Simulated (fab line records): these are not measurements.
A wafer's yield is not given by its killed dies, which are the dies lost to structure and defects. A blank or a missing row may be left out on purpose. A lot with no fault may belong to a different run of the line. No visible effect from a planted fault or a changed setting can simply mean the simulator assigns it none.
Code-filled problem report in 8D (eight disciplines) form / flow nand harc / the parts of the form that need people (team, actions taken, sign-off) are left out

## 1. THE PROBLEM
NHARC_END_SORT_01, killed at array: mean 529 over 1 wafer from 1 lot; wafers with no fault: 44, standard deviation 16. That puts it +30 standard deviations away from the usual mean.
First observed at day 27 02:27: wafer L474.4, on prober-02. The record holds 3 wafers of 1 lot with a number at this step. The rule behind "out" and "out of limits": a value lying over 4 standard deviations away from the usual mean. All remaining wafers that have a number are taken as sound.

## 2. WHAT IT IS, WHAT IT ISN'T
question=which readings at this step; is=killed at array, killed dies; is not=killed at other, killed at periphery, killed open, killed short
question=which lots; is=L474; is not=-
question=which wafers of those lots; is=L474.4; is not=L474.1, L474.2
question=read on which gauges; is=prober-02; is not=-
question=when; is=from day 27 02:27; is not=up to then (2 sound wafers)

## 3. WHAT RULES OUT EACH SUSPECT
Counting: any tool at a process step up to the reading remains a suspect provided it ran every lot that is out. Sound lots after the first of them don't rule it out here, since some wafers of a struck lot are sound.
- the gauge at NHARC_END_SORT_01 is ruled out. All the wafers that are out were read on prober-02, but those of them that NHARC_A_CONTACT_ETCH_51 has rows for are out there too, on other tools.
- rie diel-01 at NHARC_A_CONTACT_ETCH_49 (etches the open film in N2/H2, target depth 260 nm, time 475.3 s): kept. It ran the lot that is out, L474 (day 24 00:53). Because NHARC_A_CONTACT_ETCH_49 lacks a start for some lots, the hours and order of its lots are taken from NHARC_A_CONTACT_ETCH_51.
- rie diel-01 at NHARC_A_CONTACT_ETCH_51 (etches the open film in O2/COS, target depth 7000 nm, time 1820 s): kept. It ran the lot that is out, L474 (day 24 00:53). Its own run length s readings are out on those wafers.
- har cap etch-02 at NHARC_A_CONTACT_ETCH_116 (etches the open film in C4F8/O2/Ar, time 190 s, target depth 1850 nm): kept. It ran the lot that is out, L474 (day 24 02:59).
- har cap etch-02 at NHARC_A_CONTACT_ETCH_120 (etches the open film in C4F8/O2/Ar, time 190 s, target depth 1850 nm): kept. It ran the lot that is out, L474 (day 24 03:40).
- rie diel-01, NHARC_A_CONTACT_ETCH_49: wafers that are out in chamber 0, sound lot-mates in chambers 1, 2.
- rie diel-01, NHARC_A_CONTACT_ETCH_51: wafers that are out in chamber 2, sound lot-mates in chambers 0, 1.
Left after counting: rie diel-01 at NHARC_A_CONTACT_ETCH_49, rie diel-01 at NHARC_A_CONTACT_ETCH_51, har cap etch-02 at NHARC_A_CONTACT_ETCH_116, har cap etch-02 at NHARC_A_CONTACT_ETCH_120.

## 4. THE CAUSE (what the simulator had put in)
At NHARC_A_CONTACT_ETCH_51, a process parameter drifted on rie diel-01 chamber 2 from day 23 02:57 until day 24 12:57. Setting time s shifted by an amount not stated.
Counting leaves 4 suspects; this tool is one of them.

## 5. SEQUENCE OF EFFECTS, ordered by route
Each row: a reading whose mean over the struck wafers that have a number lies more than 3 standard deviations from the usual. Scope: only readings with a usual standard deviation given in the record; hours: median across lots of the time from each lot's start at the first step in this table that gives one to its start at this step; sigmas: change in usual standard deviations.
hours=0; step=NHARC_A_CONTACT_ETCH_51; reading=run length s; usual=1841.2 s; on struck wafers=1394.9; change=-446.3; sigmas=-99 or more
hours=74; step=NHARC_END_SORT_01; reading=killed at array; usual=44; on struck wafers=529; change=+485; sigmas=+30
hours=74; step=NHARC_END_SORT_01; reading=killed dies; usual=48; on struck wafers=532; change=+484; sigmas=+30
It contains these process steps:
- NHARC_A_CONTACT_ETCH_51: etches the open film in O2/COS, target depth 7000 nm, time 1820 s.

## 6. HOW IT WOULD HAVE BEEN CAUGHT EARLIER
The first out-of-limits reading at a measuring or inspecting step in this record came at day 27 02:27, 96 hours after the fault's start at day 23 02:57.
The tool's own readings at NHARC_A_CONTACT_ETCH_51 were out on every struck wafer that the step has a row for (run length s): an alarm limit on them would have fired on the first of those.
By day 27 02:27 the whole set of lots that are out, 1 in number, had already begun NHARC_A_CONTACT_ETCH_51 on rie diel-01. Holding the tool at that point would not have protected any of them.
